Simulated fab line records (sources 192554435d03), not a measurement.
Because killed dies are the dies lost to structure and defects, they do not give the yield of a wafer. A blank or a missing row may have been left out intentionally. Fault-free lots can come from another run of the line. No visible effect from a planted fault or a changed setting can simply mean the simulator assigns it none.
Split-lot experiment -- flow n5Finfet -- 39 wafers read from 7 lots, route of 1938 steps

THE SPLIT
At N5_BEOL_M6_TRENCH_ETCH_37 (etches SiCOH lowk in C4F6/O2, target depth 94.435 nm, time 31.5 s), the setting timeS was moved away from the recipe's 31.5 s on 12 of the 39 wafers read, by -45.0% to +58.4%. All remaining wafers had this setting at the recipe value.

FROM THE SPLIT TO THE READING: what the file shows between them, 8 steps
- N5_BEOL_M6_ETCH_41: etches SiCN in CH3F/O2, target depth 29.7 nm, time 52 s
- N5_BEOL_M6_STRIP_80: strips in N2/H2, time 10 s
- N5_BEOL_M6_OCD_MEAS_38
- N5_BEOL_M6_HM_STRIP_39: strips TiN in peroxide tin strip, target depth 25 nm, time 158 s
- N5_BEOL_M6_SRD_40: time 30 s
- N5_BEOL_M6_ECD_50: material Cu, target thk 300 nm
- N5_BEOL_M6_ANNEAL_51: time 90 s
- N5_BEOL_M6_CMP_52: polishes, stops on SiCOH lowk, t overpolish 6.9 s, target thk 80 nm

THE READING
M6_THK, in nm, at N5_BEOL_M6_THK_MEAS_53 (measures by xrf). On this fab line, fault-free wafers typically give 80.4 nm with a standard deviation of 1.7 nm.

wafer,"tool, chamber at the split","timeS as run, s",against the recipe,"M6_THK, nm",against lot-mates on the recipe
L076.1,"rieDiel-06, 3",31.5,recipe,79.7,-
L076.2,"rieDiel-06, 0",31.5,recipe,81.2,-
L076.3,"rieDiel-06, 2",31.5,recipe,82.1,-
L076.4,"rieDiel-06, 0",31.5,recipe,81.1,-
L076.5,"rieDiel-06, 2",31.5,recipe,81.5,-
L076.6,"rieDiel-06, 3",31.5,recipe,78.6,-
L082.1,"rieDiel-06, 2",31.5,recipe,80.0,-
L082.2,"rieDiel-06, 1",31.5,recipe,79.9,-
L082.3,"rieDiel-06, 0",49.89,+58.4%,137.9,+58.4
L082.4,"rieDiel-06, 2",49.89,+58.4%,138.2,+58.7
L082.5,"rieDiel-06, 1",31.5,recipe,78.5,-
L082.6,"rieDiel-06, 0",49.89,+58.4%,135.9,+56.4
L086.1,"rieDiel-01, 0",46.24,+46.8%,126.8,+46.5
L086.2,"rieDiel-01, 2",31.5,recipe,79.6,-
L086.3,"rieDiel-01, 1",31.5,recipe,80.6,-
L086.4,"rieDiel-01, 3",46.24,+46.8%,127.7,+47.4
L086.5,"rieDiel-01, 3",46.24,+46.8%,124.9,+44.6
L086.6,"rieDiel-01, 2",31.5,recipe,80.7,-
L088.1,"rieDiel-01, 1",31.5,recipe,83.8,-
L088.2,"rieDiel-01, 0",31.5,recipe,82.1,-
L088.3,"rieDiel-01, 3",31.5,recipe,83.2,-
L088.4,"rieDiel-01, 2",31.5,recipe,81.8,-
L088.5,"rieDiel-01, 2",31.5,recipe,81.2,-
L088.6,"rieDiel-01, 3",31.5,recipe,83.0,-
L089.1,"rieDiel-01, 0",31.5,recipe,80.3,-
L089.2,"rieDiel-01, 1",17.32,-45.0%,35.7,-44.6
L089.3,"rieDiel-01, 3",17.32,-45.0%,36.7,-43.6
L089.4,"rieDiel-01, 2",17.32,-45.0%,36.7,-43.6
L089.5,"rieDiel-01, 3",31.5,recipe,80.3,-
L089.6,"rieDiel-01, 0",31.5,recipe,80.2,-
L091.1,"rieDiel-02, 2",31.5,recipe,79.9,-
L091.2,"rieDiel-02, 3,0",41.03,+30.3%,109.4,+29.5
L091.3,"rieDiel-02, 3,0",41.03,+30.3%,107.4,+27.5
L091.4,"rieDiel-02, 1",41.03,+30.3%,107.4,+27.5
L091.5,"rieDiel-02, 3",31.5,recipe,80.8,-
L091.6,"rieDiel-02, 0",31.5,recipe,78.9,-
L095.4,"rieDiel-06, 3",31.5,recipe,79.7,-
L095.5,"rieDiel-06, 3",31.5,recipe,77.9,-
L095.6,"rieDiel-06, 2",31.5,recipe,77.6,-
The file does not say which wafer passed through which chamber wherever a row lists several chambers: such a row stands for several wafers.

THE FIT
A straight line over all 39 wafers: M6_THK changes by +0.972 nm for each +1% of timeS; r = +1.00; the points scatter about the line by 1.5 nm.
The same after taking each lot's own level away (the mean of its wafers on the recipe; 39 wafers): +0.98 nm for each +1%; r = +1.00; scatter 1 nm.
On that fit, the largest move of timeS shifts the reading by 57 nm.
The span of the lots' own levels, 78.40 to 82.52 nm, comes to 2.4 times the standard deviation stated above.
Consequently the slope shifts little with the lot-to-lot level, the two slopes agreeing.
Check: with one of the wafers moved furthest among these (+58.4%) left out of the fit, the line predicts +57 nm for it against its lot-mates. It came out at +58.4 nm against them.

THE WHOLE CHAIN: every reading that the file lists as answering this split, in the file's order
step,what it does,reading,change (the file's fit),r (the file's)
N5_BEOL_M6_TRENCH_ETCH_37,"etches SiCOH lowk in C4F6/O2, target depth 94.435 nm, time 31.5 s","BEOL_M6.featureDepthNm (the simulator's own value, which no gauge read)",+0.966 nm for each +1% of the setting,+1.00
N5_BEOL_M6_TRENCH_ETCH_37,"etches SiCOH lowk in C4F6/O2, target depth 94.435 nm, time 31.5 s","etch.depthNm (the simulator's own value, which no gauge read)",+0.966 nm for each +1% of the setting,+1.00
N5_BEOL_M6_TRENCH_ETCH_37,"etches SiCOH lowk in C4F6/O2, target depth 94.435 nm, time 31.5 s","TiN_of_BEOL_M6_HM_DEP_02.thkNm (the simulator's own value, which no gauge read)",-0.0269 nm for each +1% of the setting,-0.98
N5_BEOL_M6_OCD_MEAS_38,,trenchDepthNm,+0.966 nm for each +1% of the setting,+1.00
N5_BEOL_M6_CMP_52,"polishes, stops on SiCOH lowk, t overpolish 6.9 s, target thk 80 nm","Cu_of_BEOL_M6_ECD_50.thkNm (the simulator's own value, which no gauge read)",+0.977 nm for each +1% of the setting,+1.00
N5_BEOL_M6_THK_MEAS_53,measures by xrf,M6_THK,+0.98 for each +1% of the setting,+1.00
N5_BEOL_M6_RS_MEAS_57,measures by four-point-probe,M6_RS,"not straight: 0.759 at the lowest setting, 0.287 at the recipe, 0.155 at the highest",not given

FILE'S OWN FIT
M6_THK changes by +0.98 nm for each +1% of timeS, r = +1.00.
